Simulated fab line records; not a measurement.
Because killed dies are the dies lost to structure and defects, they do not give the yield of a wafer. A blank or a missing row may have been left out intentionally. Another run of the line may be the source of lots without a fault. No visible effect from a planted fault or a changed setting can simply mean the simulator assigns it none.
Matching of chambers ; flow n5 finfet ; 3 sister chambers for N5_BEOL_M10_DEP_56 on pecvd-03
The step deposits SiCN from 3MS/NH3, target thk 15 nm, time 26.5 s. 3 wafers are shown with their chamber, then 9 later ones without.

WAFERS, EACH WITH ITS CHAMBER
wafer;chamber;showerhead vpp V (V)
L090.5;1;835
L092.4;0;844
L092.5;2;903

WAFERS WHOSE CHAMBER IS MISSING
wafer;showerhead vpp V (V)
L094.2;900
L094.4;843
L094.6;898
L096.2;837
L096.4;838
L096.6;903
L097.2;819
L097.3;896
L097.4;835

THE CHAMBER EACH PASSED THROUGH
wafer;from the rows above;in truth
L094.2;2;2
L094.4;can't be placed: 0 or 1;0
L094.6;2;2
L096.2;can't be placed: 1 or 0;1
L096.4;can't be placed: 1 or 0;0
L096.6;2;2
L097.2;can't be placed: 1 or 0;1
L097.3;2;2
L097.4;can't be placed: 1 or 0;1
Correctly placed: 4 of 9. From these rows, 5 cannot be placed; in 5 the true chamber is one of the candidates. Number placed wrongly: 0.
How it was worked out, from the rows above alone: a wafer's distance from a chamber is the root of the sum, over the readings, of the square of ((its reading less the chamber's mean) divided by the reading's scatter). If the next closest chamber is less than 2 further off than the closest, the wafer can't be placed; otherwise it belongs to the closest. A chamber's mean is the mean of its shown wafers. The scatter: root of mean squared gap, hidden wafer to nearest shown wafer, with one shown wafer a chamber.
